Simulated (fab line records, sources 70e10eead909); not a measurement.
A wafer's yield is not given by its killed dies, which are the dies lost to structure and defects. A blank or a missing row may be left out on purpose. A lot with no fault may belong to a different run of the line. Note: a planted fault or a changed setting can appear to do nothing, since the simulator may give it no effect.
A lot that was struck, set against a sound lot || flow nand harc || 15 out of 1159 route steps
Sound: the wafers L554.2, L554.4, L554.6. Struck: wafers L549.4, L549.5. (L549.2 of the same lot was not struck and is left out.) The cause comes at the end.
For every step that has rows: the tool of each side, followed by ch and its chambers, followed by its first start. Under that, the readings that differ: sound wafers || struck wafers || difference of the means || sigmas: that difference in standard deviations of wafers without a fault.
alike: readings whose means differ by less than 2 such deviations, and words and numbers that are the same on both sides. not compared: withheld readings, readings that some wafer has no value for, bounds like >300 that may hide the same value, and numbers for which the record gives no deviation and whose values overlap.
A row with sigmas, a row that says differs or no value, or rows on one side alone: a step with any of these is where the two part. Numbers that have no deviation but don't overlap get no sigmas and don't part them. A reading that every wafer of one side lacks parts them only if that side has two wafers or more.

first, 1 step without rows for these wafers: NHARC_A_ONON_D1_DEP_06 (target thk 1000 nm).
NHARC_A_ONON_D1_THK_MEAS_08: measures by ellipsometry.
  sound: film metro-02 at day 12 05:08; struck: film metro-01 at day 10 16:11
  alike: thk nm
next comes 1 step that has no rows for these wafers: NHARC_A_ONON_D1_DEP_09 (target thickness 1000 nm).
NHARC_A_ONON_D1_THK_MEAS_11: measures by ellipsometry.
  sound: film metro-01 at day 12 05:43; struck: film metro-01 at day 10 16:46
  alike: thk nm
next comes 1 step that has no rows for these wafers: NHARC_A_ONON_D1_DEP_12 (target thickness 1000 nm).
NHARC_A_ONON_D1_THK_MEAS_14: measures by ellipsometry.
  sound: film metro-02 at day 12 06:17; struck: film metro-01 at day 10 17:19
{"reading": "thk nm (nm)", "sound": "965 965 965", "struck": "1023 1023", "difference": "+58", "sigmas": "+5"}
then, 2 steps without rows for these wafers: NHARC_A_ONON_D1_ANNEAL_15 (time 3600 s); NHARC_A_ONON_D1_DEP_16 (target thk 1000 nm).
NHARC_A_ONON_D1_THK_MEAS_18: measures by ellipsometry.
  sound: film metro-01 at day 12 16:07; struck: film metro-02 at day 11 03:00
  alike: thk nm
next comes 1 step that has no rows for these wafers: NHARC_A_ONON_D1_DEP_19 (target thickness 1000 nm).
NHARC_A_ONON_D1_THK_MEAS_21: measures by ellipsometry.
  sound: film metro-02 at day 12 16:43; struck: film metro-02 at day 11 03:34
  alike: thk nm
NHARC_A_ONON_D1_DEP_22: target thk 1000 nm.
  sound on pecvd onon-03 ch 0, day 12 16:49; struck on pecvd onon-02 ch 0, day 11 03:42
NHARC_A_ONON_D1_THK_MEAS_24: measures by ellipsometry.
  sound: film metro-01 at day 12 17:17; struck: film metro-02 at day 11 04:09
{"reading": "thk nm (nm)", "sound": "1012 1013 1013", "struck": "409 410", "difference": -603, "sigmas": -60}
next comes 1 step that has no rows for these wafers: NHARC_A_ONON_D1_DEP_25 (target thickness 1000 nm).
-- jump in the record: it breaks off in module A_ONON_D1 and resumes in module END (first step shown: number 1159 of the route), and 11 days separate the struck wafers' starts before and after --
NHARC_END_SORT_01:
  only the struck wafers appear in the record here, on prober-02 ch 0 at day 22 00:40; the sound ones have no rows

## WHERE THEY PART
Earliest at NHARC_A_ONON_D1_THK_MEAS_14; latest, in this record, at NHARC_END_SORT_01.

WHY: the cause the simulator had injected
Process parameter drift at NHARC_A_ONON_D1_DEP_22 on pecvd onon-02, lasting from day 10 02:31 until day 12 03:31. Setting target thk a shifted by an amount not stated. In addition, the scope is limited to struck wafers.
